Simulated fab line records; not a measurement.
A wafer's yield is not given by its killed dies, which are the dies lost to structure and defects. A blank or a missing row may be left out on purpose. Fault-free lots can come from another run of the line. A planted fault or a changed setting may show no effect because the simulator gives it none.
fab line records ; flow nandHarc
[record] lots = 13; wafers = 39; lastDay = 24
route steps=1159 shown A_BLC@987 A_BONDPAD@1078 THIN_TSV@1118 END@1159
lots with no fault: from the same line, run without faults
startH: hours from the record's first day to the start of the lot's first wafer shown ; waitH: hours since the lot's step before ; " the same as in the row above ; L1.1+2: one row covering several wafers at once ; - no value present, or no start provided ; * or withheld: withheld ; < > ~ a bound
route shown NAME@n: a module of which the file shows steps, and the number in the route of the first ; usual: the fault-free wafers' mean and standard deviation ; same: alike in all rows ; chamber/n: place in a boat ; sites: per-site readings ; _std_site: standard deviation of those values ; _edge_site: the outer-site mean with the inner-site mean subtracted ; radiusMm: for every site, how far away it sits from the centre of the wafer ; mask NAME#n: copy n ; behind: the tool/chamber that last shaped the wafer ; hold: why the lot was held/for how many hours/how that ended ; device: transistor that didn't switch, given as n, p or np ; end of line: the same wafers' tests at the end of the route ; for a step that has no rows: nothing shown but its recipe ; killed: at the first sort, the dies lost to defects and structure; wafer yield is something else ; map: dies across one wafer; x = killed, . = not, _ = none there
set.NAME: setting as actually run; set.NAME@STEP: the setting as run at that earlier step ; model.NAME: the simulator's own value behind a step, which no gauge read
one table for each step of the route and one row for each wafer, over a sample of lots
services: a tool's chamber out of use, with start hour (startH, from the record's first day; less than 0 if before it), hours out, and reason
[[steps]]
[step NHARC_A_BLC_PVD_32]
[recipe] targetThkA = 50; chamberPressurePa = 5; powerW = 5000; substrateTempC = 200; timeS = 17.7; material = Ti
[usual] throttleValvePct = 30.2/0.95
lot.wafer;tool;chamber;startH;waitH;throttleValvePct
L321.4;pvdSputter-03;-;400.27;-;30.1
L321.1;pvdSputter-03;-;400.27;-;28.4
L321.6;pvdSputter-03;-;400.27;-;30.1
L324.2;pvdSputter-03;-;402.23;-;30.2
L324.5;pvdSputter-03;-;402.23;-;28.4
L324.6;pvdSputter-03;-;402.23;-;30.2
L322.3;pvdSputter-01;-;404.33;-;30.0
L322.2;pvdSputter-01;-;404.33;-;31.1
L322.6;pvdSputter-01;-;404.33;-;30.0
L323.1;pvdSputter-03;-;406.97;-;30.8
L323.4;pvdSputter-03;-;406.97;-;28.3
L323.6;pvdSputter-03;-;406.97;-;29.9
L326.2;pvdSputter-03;-;441.89;-;28.3
L326.3;pvdSputter-03;-;441.89;-;30.2
L326.5;pvdSputter-03;-;441.89;-;30.0
L327.2;pvdSputter-03;-;442.65;-;30.4
L327.1;pvdSputter-03;-;442.65;-;28.6
L327.5;pvdSputter-03;-;442.65;-;29.9
L328.1;pvdSputter-03;-;448.85;-;31.6
L328.2;pvdSputter-03;-;448.85;-;28.6
L328.4;pvdSputter-03;-;448.85;-;29.9
L329.1;pvdSputter-03;-;450.96;-;30.7
L329.4;pvdSputter-03;-;450.96;-;28.6
L329.5;pvdSputter-03;-;450.96;-;31.7
L330.4;pvdSputter-03;-;452.82;-;28.3
L330.3;pvdSputter-03;-;452.82;-;29.9
L330.6;pvdSputter-03;-;452.82;-;30.0
L334.4;pvdSputter-01;-;496.45;-;30.2
L334.3;pvdSputter-01;-;496.45;-;30.1
L334.6;pvdSputter-01;-;496.45;-;31.1
L335.4;pvdSputter-01;-;502.97;-;31.1
L335.5;pvdSputter-01;-;502.97;-;29.8
L335.6;pvdSputter-01;-;502.97;-;30.6
L339.2;pvdSputter-02;-;516.59;-;28.6
L339.6;pvdSputter-02;-;516.59;-;28.7
L339.5;pvdSputter-02;-;516.59;-;29.8
L342.3;pvdSputter-01;-;537.31;-;29.7
L342.1;pvdSputter-01;-;537.31;-;29.1
L342.4;pvdSputter-01;-;537.31;-;31.1
[step NHARC_A_BONDPAD_CD_MEAS_13]
[usual] cdNm = 500.4/2.4
lot.wafer;tool;chamber;startH;waitH;cdNm
L321.1;cdSem-03;-;412.14;-;501.5
L321.4;cdSem-03;-;412.14;-;499.7
L321.6;cdSem-03;-;412.14;-;500.1
L324.2;cdSem-01;-;414.21;-;500.8
L324.5;cdSem-01;-;414.21;-;495.4
L324.6;cdSem-01;-;414.21;-;497.7
L322.2;cdSem-01;-;422.17;-;501.8
L322.3;cdSem-01;-;422.17;-;501.0
L322.6;cdSem-01;-;422.17;-;505.5
L323.1;cdSem-01;-;422.33;-;496.1
L323.4;cdSem-01;-;422.33;-;503.4
L323.6;cdSem-01;-;422.33;-;495.9
L326.2;cdSem-01;-;455.38;-;501.8
L326.3;cdSem-01;-;455.38;-;503.8
L326.5;cdSem-01;-;455.38;-;502.3
L327.1;cdSem-03;-;455.82;-;495.5
L327.2;cdSem-03;-;455.82;-;496.7
L327.5;cdSem-03;-;455.82;-;493.4
L328.1;cdSem-03;-;462.63;-;497.9
L328.2;cdSem-03;-;462.63;-;500.1
L328.4;cdSem-03;-;462.63;-;497.5
L329.1;cdSem-03;-;463.16;-;504.5
L329.4;cdSem-03;-;463.16;-;502.7
L329.5;cdSem-03;-;463.16;-;504.9
L330.3;cdSem-01;-;465.60;-;501.8
L330.4;cdSem-01;-;465.60;-;498.4
L330.6;cdSem-01;-;465.60;-;497.4
L334.3;cdSem-01;-;510.38;-;502.6
L334.4;cdSem-01;-;510.38;-;501.5
L334.6;cdSem-01;-;510.38;-;499.9
L335.4;cdSem-03;-;519.24;-;499.1
L335.5;cdSem-03;-;519.24;-;500.1
L335.6;cdSem-03;-;519.24;-;500.5
L339.2;cdSem-01;-;528.61;-;500.6
L339.5;cdSem-01;-;528.61;-;497.3
L339.6;cdSem-01;-;528.61;-;500.3
L342.1;cdSem-02;-;550.88;-;499.0
L342.3;cdSem-02;-;550.88;-;499.9
L342.4;cdSem-02;-;550.88;-;497.1
[step NHARC_A_BONDPAD_PVD_17]
[recipe] targetThkA = 50; biasV = 168.6; powerW = 15000; chamberPressurePa = 0.12; timeS = 8.06; substrateTempC = 50; material = TaN
[usual] throttleValvePct = 29.7/0.91
lot.wafer;tool;chamber;startH;waitH;throttleValvePct
L321.1;pvdSputter-01;-;-;-;29.6
L321.4;pvdSputter-01;-;-;-;30.8
L321.6;pvdSputter-01;-;-;-;30.2
L324.2;pvdSputter-01;-;-;-;30.1
L324.5;pvdSputter-01;-;-;-;29.4
L324.6;pvdSputter-01;-;-;-;29.9
L322.3;pvdSputter-02;-;-;-;28.8
L322.2;pvdSputter-02;-;-;-;28.9
L322.6;pvdSputter-02;-;-;-;28.4
L323.1;pvdSputter-01;-;-;-;30.5
L323.4;pvdSputter-01;-;-;-;31.2
L323.6;pvdSputter-01;-;-;-;30.4
L326.2;pvdSputter-01;-;-;-;29.9
L326.3;pvdSputter-01;-;-;-;31.0
L326.5;pvdSputter-01;-;-;-;31.2
L327.2;pvdSputter-02;-;-;-;28.5
L327.1;pvdSputter-02;-;-;-;28.7
L327.5;pvdSputter-02;-;-;-;28.8
L328.2;pvdSputter-02;-;-;-;28.8
L328.4;pvdSputter-02;-;-;-;30.0
L328.1;pvdSputter-02;-;-;-;28.4
L329.1;pvdSputter-01;-;-;-;29.5
L329.4;pvdSputter-01;-;-;-;31.0
L329.5;pvdSputter-01;-;-;-;30.2
L330.4;pvdSputter-01;-;-;-;30.7
L330.3;pvdSputter-01;-;-;-;29.5
L330.6;pvdSputter-01;-;-;-;31.2
L334.3;pvdSputter-02;-;-;-;28.9
L334.4;pvdSputter-02;-;-;-;30.0
L334.6;pvdSputter-02;-;-;-;28.6
L335.4;pvdSputter-02;-;-;-;30.0
L335.6;pvdSputter-02;-;-;-;28.4
L335.5;pvdSputter-02;-;-;-;28.9
L339.2;pvdSputter-03;-;-;-;29.0
L339.6;pvdSputter-03;-;-;-;31.6
L339.5;pvdSputter-03;-;-;-;30.7
L342.4;pvdSputter-02;-;-;-;28.6
L342.1;pvdSputter-02;-;-;-;28.9
L342.3;pvdSputter-02;-;-;-;30.1
[step NHARC_THIN_TSV_DESCUM_14]
[recipe] timeS = 3; o2FlowSccm = 200; arFlowSccm = 0; biasPowerW = 0; chemistry = O2
[usual] drypumpMotorCurrentA = 5.73/0.28; oesProductAu = 0.999/0.01; rfVppV = 58.1/0.76; showerheadPlenumPTorr = 1.96/0.07; throttleValvePct = 11.310/0.0093
lot.wafer;tool;chamber;startH;waitH;drypumpMotorCurrentA;oesProductAu;rfHoursCounterH;rfVppV;showerheadPlenumPTorr;throttleValvePct
L321.4;rieDiel-01;1;435.28;-;5.80;1.001;6;58.3;2.01;11.315
L321.1;rieDiel-01;2;435.28;-;5.81;1.001;6;59.1;2.00;11.326
L321.6;rieDiel-01;2;435.28;-;5.84;0.996;-;57.9;2.00;11.317
L324.2;rieDiel-13;2;436.50;-;5.71;0.988;13;58.0;1.90;11.324
L324.6;rieDiel-13;0;436.50;-;5.65;1.012;-;57.3;1.86;11.314
L324.5;rieDiel-13;1;436.50;-;5.67;0.989;-;59.0;2.02;11.319
L323.1;rieDiel-13;2;439.64;-;5.70;0.978;14;58.4;1.89;11.322
L323.4;rieDiel-13;3;439.64;-;6.19;0.991;17;59.2;2.05;11.319
L323.6;rieDiel-13;1;439.64;-;5.74;0.981;-;58.8;2.02;11.314
L322.3;rieDiel-01;3;440.76;-;5.13;1.003;7;58.0;2.01;11.314
L322.2;rieDiel-01;1;440.76;-;5.81;0.999;7;58.4;2.01;11.299
L322.6;rieDiel-01;0;440.76;-;5.63;0.993;-;57.9;1.95;11.315
L326.2;rieDiel-13;0;470.14;-;5.64;1.009;0;58.6;1.86;11.321
L326.3;rieDiel-13;2;470.14;-;5.69;1.000;0;58.2;1.89;11.314
L326.5;rieDiel-13;2;470.14;-;5.73;0.999;-;58.0;1.89;11.315
L327.1;rieDiel-13;1;471.79;-;5.70;1.017;1;58.8;2.02;11.307
L327.2;rieDiel-13;2;471.79;-;5.74;1.013;1;57.1;1.89;11.311
L327.5;rieDiel-13;1;471.79;-;5.69;1.012;-;58.1;2.02;11.305
L329.4;rieDiel-01;0;482.08;-;5.61;0.999;8;57.3;1.95;11.324
L329.1;rieDiel-01;1;482.08;-;5.82;1.003;9;59.1;2.01;11.324
L329.5;rieDiel-01;1;482.08;-;5.82;1.001;-;56.9;2.01;11.318
L328.1;rieDiel-13;0;483.16;-;5.65;1.018;2;58.2;1.86;11.317
L328.2;rieDiel-13;2;483.16;-;5.68;0.992;2;58.7;1.89;11.303
L328.4;rieDiel-13;3;483.16;-;6.16;0.981;1;58.3;2.05;11.298
L330.4;rieDiel-05;3;484.52;-;5.66;0.989;9;59.4;2.00;11.286
L330.3;rieDiel-05;2;484.52;-;6.15;1.002;9;58.0;1.87;11.316
L330.6;rieDiel-05;3;484.52;-;5.68;0.985;-;56.8;2.00;11.313
L334.3;rieDiel-05;2;528.53;-;6.16;1.008;0;57.2;1.87;11.297
L334.4;rieDiel-05;3;528.53;-;5.67;0.994;0;57.9;2.00;11.294
L334.6;rieDiel-05;1;528.53;-;5.52;1.006;-;58.3;1.80;11.312
L335.4;rieDiel-01;0;535.38;-;5.63;0.998;2;58.9;1.95;11.306
L335.6;rieDiel-01;0;535.38;-;5.63;0.986;-;58.4;1.95;11.323
L335.5;rieDiel-01;1;535.38;-;5.81;0.990;-;57.3;2.01;11.312
L339.2;rieDiel-01;1;544.21;-;5.80;1.001;3;58.7;2.01;11.295
L339.5;rieDiel-01;2;544.21;-;5.83;0.995;-;57.6;2.00;11.305
L339.6;rieDiel-01;3;544.21;-;5.14;0.997;-;56.7;2.01;11.292
L342.3;rieDiel-05;2;565.80;-;6.14;1.002;3;56.9;1.87;11.313
L342.1;rieDiel-05;3;565.80;-;5.66;0.997;3;57.7;1.99;11.293
L342.4;rieDiel-05;0;565.80;-;6.16;1.014;-;57.3;2.03;11.314
[step NHARC_END_SORT_01]
[recipe] tempC = 25
[usual] killedAtArray = 25/9.5; killedAtOther = 0.8/1.2; killedAtPeriphery = 3.4/2.2; killedDies = 29/10; killedOpen = 3.3/1.8; killedShort = 2.1/1.4
[same] grossDies = 677
lot.wafer;tool;chamber;startH;waitH;killedAtArray;killedAtOther;killedAtPeriphery;killedDies;killedOpen;killedShort
L329.1;prober-01;0;503.06;2.5;88;0;7;95;1;1
L329.4;prober-01;0;505.45;3.4;94;0;7;101;3;1
L329.5;prober-01;0;506.25;3.7;50;0;6;56;3;2
L330.3;prober-02;0;504.82;3.1;97;1;0;98;2;0
L330.4;prober-02;0;505.61;3.4;113;0;3;116;3;2
L330.6;prober-02;0;507.20;4.0;110;0;1;111;4;3
// killed by level:class
L329.1 A_BLC:unspecified=73 A_CHANNEL_HOLE_D1:chamberFilmFlake=11 P_CONTACT:chamberFilmFlake=3 P_STI:chamberFilmFlake=2 A_CONTACT:chamberFilmFlake=2 A_CONTACT:geometricParticle:open=1 A_BLC:geometricParticle:short=1 P_ZERO_WELL:chamberFilmFlake=1
L330.3 A_BLC:unspecified=69 A_CHANNEL_HOLE_D1:chamberFilmFlake=17 A_SLIT:chamberFilmFlake=7 A_STAIRCASE:chamberFilmFlake=2 A_ONON_D1:geometricParticle:open=1 STARTING-WAFER:geometricParticle:open=1 A_CONTACT:chamberFilmFlake=1
L329.4 A_BLC:unspecified=68 A_CHANNEL_HOLE_D1:chamberFilmFlake=17 P_CONTACT:chamberFilmFlake=6 A_CONTACT:chamberFilmFlake=3 A_CHANNEL_HOLE_D1:geometricParticle:short=1 A_CHANNEL_FILL_D1:geometricParticle:open=1 A_BLC:geometricParticle:open=1 A_M0:geometricParticle:open=1
L330.4 A_BLC:unspecified=78 A_SLIT:chamberFilmFlake=17 A_CHANNEL_HOLE_D1:chamberFilmFlake=11 A_ONON_D1:geometricParticle:short=2 A_CONTACT:chamberFilmFlake=2 P_CONTACT:geometricParticle:open=1 A_CONTACT:geometricParticle:open=1 A_M0:geometricParticle:open=1
L329.5 A_BLC:unspecified=30 A_CHANNEL_HOLE_D1:chamberFilmFlake=13 A_CONTACT:chamberFilmFlake=2 P_CONTACT:geometricParticle:open=1 P_M1:geometricParticle:short=1 A_CHANNEL_FILL_D1:geometricParticle:open=1 A_SGD_CUT:geometricParticle:short=1 A_M0:geometricParticle:open=1
L330.6 A_BLC:unspecified=68 A_CHANNEL_HOLE_D1:chamberFilmFlake=20 A_SLIT:chamberFilmFlake=13 A_CONTACT:geometricParticle:short=2 A_WL_FILL:chamberFilmFlake=2 P_CONTACT:geometricParticle:open=1 A_CHANNEL_FILL_D1:geometricParticle:open=1 A_WL_FILL:geometricParticle:short=1
[[services]]
tool;chamber;startH;hours;kind
rieDiel-13;0;383.01;-;clean
rieDiel-13;1;383.01;-;clean
rieDiel-13;2;383.01;-;clean
rieDiel-13;3;383.01;-;clean
rieDiel-01;2;383.43;5.0;repair
rieDiel-13;2;394.25;3.6;repair
pvdSputter-02;-;396.88;10.0;pm
rieDiel-01;0;397.34;-;clean
rieDiel-05;1;404.34;19.3;repair
pvdSputter-03;-;415.59;1.0;repair
rieDiel-05;0;421.02;11.1;repair
rieDiel-05;3;434.95;1.4;repair
rieDiel-05;-;435.34;1.6;repair
rieDiel-05;-;438.52;2.7;repair
rieDiel-13;-;453.00;9.0;pm
pvdSputter-03;-;458.01;10.0;pm
rieDiel-13;3;469.46;6.8;repair
rieDiel-13;1;487.77;3.1;repair
rieDiel-01;-;491.92;9.0;pm
pvdSputter-01;-;514.02;10.0;pm
rieDiel-05;-;517.60;9.0;pm
rieDiel-13;-;536.47;0.5;repair
rieDiel-05;0;556.71;8.8;repair
rieDiel-05;1;560.43;6.9;repair
[[key]]
[firstSign] step = NHARC_END_SORT_01; reading = killedAtArray; direction = up; sigmas = 7; usual = 25; struck = 92
[effect] step = NHARC_END_SORT_01; reading = killedDies; direction = up; sigmas = 6.5; usual = 29; struck = 96
[moreKillsBornAt] NHARC_A_BLC_PVD_32@pvdSputter-03 = 386
metAt NHARC_A_BLC_PVD_32
struckLots L329,L330
testerLeftOut L329,L330
notActingAt NHARC_A_BONDPAD_CD_MEAS_13,NHARC_A_BONDPAD_PVD_17,NHARC_THIN_TSV_DESCUM_14
onsetBetween 448.85 450.96
[fault] kind = chamberParticleSource; tool = pvdSputter-03; chamber = -; onsetH = 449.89; steps = NHARC_A_BLC_PVD_32; ratePerVisitCm2 = 0.45509; endH = 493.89
// testerLeftOut: of these lots the tester's yield and bins aren't shown, on N5 and GAA mostly nor the transistor test; their killed dies are dies lost to structure and defects alone, not to doping, threshold or leakage, so they don't give the yield
